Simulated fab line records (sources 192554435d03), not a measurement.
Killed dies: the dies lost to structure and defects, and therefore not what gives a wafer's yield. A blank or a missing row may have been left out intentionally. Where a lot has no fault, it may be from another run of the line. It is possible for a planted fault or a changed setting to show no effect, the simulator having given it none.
A single fault, viewed from 2 desks | flow n5Finfet | only its own numbers are on each desk; what lay behind them is given at the end

## AT THE TOOL OWNER'S DESK: lithoTrack-01
The tool's own readings at N5_BEOL_M14_COAT_04 (resist thk 800 nm): means of the sampled wafers that have a number, for each lot that ran on this tool. If a lot's mean is further than 4 standard deviations from the usual mean, the lot is out of limits and carries the mark OUT (the distance appears in the brackets).
Columns: A = spinSpeedRpm at N5_BEOL_M14_COAT_04, usual 1704.2 rpm
lot  | first seen here | A
L602 | day 11 07:07    | 1704.2
L608 | day 12 09:50    | 1704.7
L607 | day 12 15:08    | 1704.2
L615 | day 14 11:40    | 1746.5 (+35) OUT
L614 | day 14 19:55    | 1746.1 (+35) OUT
L618 | day 14 22:22    | 1746.5 (+35) OUT
Finding of this desk: L614, L615, L618 out of limits; the first was L615 at day 14 11:40, on spinSpeedRpm at N5_BEOL_M14_COAT_04. L602, L608, L607: within limits.

## FROM THE METROLOGY DESK
Lot by lot, what the gauges showed, no matter which tool ran the lot: averages of those sampled wafers that carry a number. If a lot's mean is further than 4 standard deviations from the usual mean, the lot is out of limits and carries the mark OUT (the distance appears in the brackets).
Columns: A = trenchDepthNm at N5_BEOL_M13_OCD_MEAS_35, usual 410 nm
lot  | first seen here | A
L602 | day 11 04:31    | 410
L604 | day 12 00:51    | 412
L608 | day 12 05:16    | 413
L607 | day 12 07:13    | 405
L606 | day 12 18:24    | 408
L615 | day 14 07:28    | 421
L614 | day 14 16:55    | 409
L618 | day 14 20:31    | 412
L621 | day 15 05:53    | 406
L620 | day 16 03:15    | 404
L624 | day 16 22:14    | 409
L623 | day 17 04:00    | 412
This desk's finding: nothing out of limits on any of the 12 lots.

## PUT TOGETHER
On L614, L615, L618, at day 14 11:40, an alarm was possible from the tool owner's desk.
Nothing out of limits was seen by the metrology desk.
The metrology desk holds a record of L614, L615, L618, inside its limits.
On lithoTrack-01, each named lot ran N5_BEOL_M14_COAT_04.

## WHAT THE SIMULATOR HAD PUT IN
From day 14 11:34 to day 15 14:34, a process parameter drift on lithoTrack-01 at N5_BEOL_M14_COAT_04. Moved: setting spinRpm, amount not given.
Shown lots that were struck: L614, L615, L618.
How many hours passed from the start of the fault until each desk's first out-of-limits reading: the tool owner's desk, 0.
